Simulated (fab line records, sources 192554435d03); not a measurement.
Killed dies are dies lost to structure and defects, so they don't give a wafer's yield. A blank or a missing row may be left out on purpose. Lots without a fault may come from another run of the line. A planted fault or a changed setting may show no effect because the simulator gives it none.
A struck lot beside a sound one | flow n5_finfet | 15 steps out of a route of 1938
Sound: wafers L963.1, L963.4, L963.6. Struck: wafer L965.3. (L965.1 of the same lot was not struck and is left out.) The cause comes at the end.
At each step with rows: each side's tool, then ch and its chambers, then its first start. Under that, the readings that differ: sound wafers | struck wafers | difference of the means | sigmas: that difference in standard deviations of wafers without a fault.
alike: readings whose means differ by less than 2 such deviations, and words and numbers that are the same on both sides. not compared: withheld readings, readings that some wafer has no value for, bounds like >300 that may hide the same value, and numbers for which the record gives no deviation and whose values overlap.
The two part at a step that has a row with sigmas, a row that says differs or no value, or rows on one side only. Numbers that don't overlap but have no deviation are shown without sigmas and don't part them. A reading that every wafer of one side lacks parts them only if that side has two wafers or more.

first, 1 step without rows for these wafers: N5_BEOL_M11_STRIP_77 (strips in N2/H2, time 10 s).
N5_BEOL_M11_OCD_MEAS_38:
  sound on ocd-02, day 15 11:13; struck on ocd-02, day 15 22:22
  alike: trench_depth_nm
then, 4 steps without rows for these wafers: N5_BEOL_M11_HM_STRIP_39 (strips TiN in peroxide tin strip, target depth 25 nm, time 158 s); N5_BEOL_M11_SRD_40 (time 30 s); N5_BEOL_M11_PRECLEAN_42 (cleans in residue remover, time 60 s); N5_BEOL_M11_SRD_43 (time 30 s).
N5_BEOL_M11_CD_MEAS_35: target cd 70 nm.
  sound on cd_sem-01, day 15 11:22; struck on cd_sem-03, day 15 22:31
  alike: cd_nm
then, 1 step without rows for these wafers: N5_BEOL_M11_CURE_72 (cures SiCOH lowk, time 120 s).
N5_BEOL_M11_DEGAS_44: time 60 s.
  sound on pvd_sputter-03, day 15 13:34; struck on pvd_sputter-03, day 16 00:19
  alike: heater_power_w
N5_BEOL_M11_PRE_CLEAN_45: time 30 s.
  sound on pvd_sputter-03, day 15 13:37; struck on pvd_sputter-03, day 16 00:21
  alike: heater_power_w
N5_BEOL_M11_ALD_74: deposits TaN, target thk 2 nm, pulse time 2 s, purge time 3 s.
  sound on ald_metal-01 ch 1,3, day 15 13:41; struck on ald_metal-01 ch 1, day 16 00:38
  alike: heater_power_w
N5_BEOL_M11_SURFACE_TREAT_76:
  sound on pvd_sputter-01, day 15 13:59; struck on pvd_sputter-03, day 16 02:19
  not compared: throttle_valve_pct
N5_BEOL_M11_CVD_75: deposits Co from CCTBA/H2, target thk 2 nm, time 138.9 s.
  sound on cvd_co-02 ch 1,2, day 15 14:02; struck on cvd_co-01 ch 1, day 16 02:23
  reading          | sound             | struck | difference | sigmas
  run_length_s (s) | 161.0 161.5 161.2 | 118.2  | -43.0      | -98
N5_BEOL_M11_SPUTTER_48: material Cu, target thk 12 nm, time 2 s.
  sound on pvd_sputter-01, day 15 14:12; struck on pvd_sputter-01, day 16 02:31
  alike: throttle_valve_pct
N5_PASSIVATION_PROBE_49:
  sound on prober-01, day 17 03:59; struck on prober-01, day 17 19:11
  reading                 | sound       | struck | difference | sigmas
  killed_at_M4_up         | 8 6 9       | 24     | +16        | +3
  killed_open             | 54 56 64    | 87     | +29        | +2
  sort_bin_5_function (%) | 4.6 3.6 5.3 | 6.3    | +1.8       | +2
  alike: defect_limited_yield, killed_at_M0_to_M3, killed_at_contacts, killed_at_front_end, killed_at_other, killed_dies, killed_on_rim, killed_short, sort_bin_4_leakage, sort_bin_6_memory, sort_n_pass, sort_yield_pct

WHERE THEY PART
First at N5_BEOL_M11_CVD_75; last, within this record, at N5_PASSIVATION_PROBE_49.

WHY: what the simulator had put in
Process parameter drift: cvd_co-01, from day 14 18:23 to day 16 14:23, at N5_BEOL_M11_CVD_75. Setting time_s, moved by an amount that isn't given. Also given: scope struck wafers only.
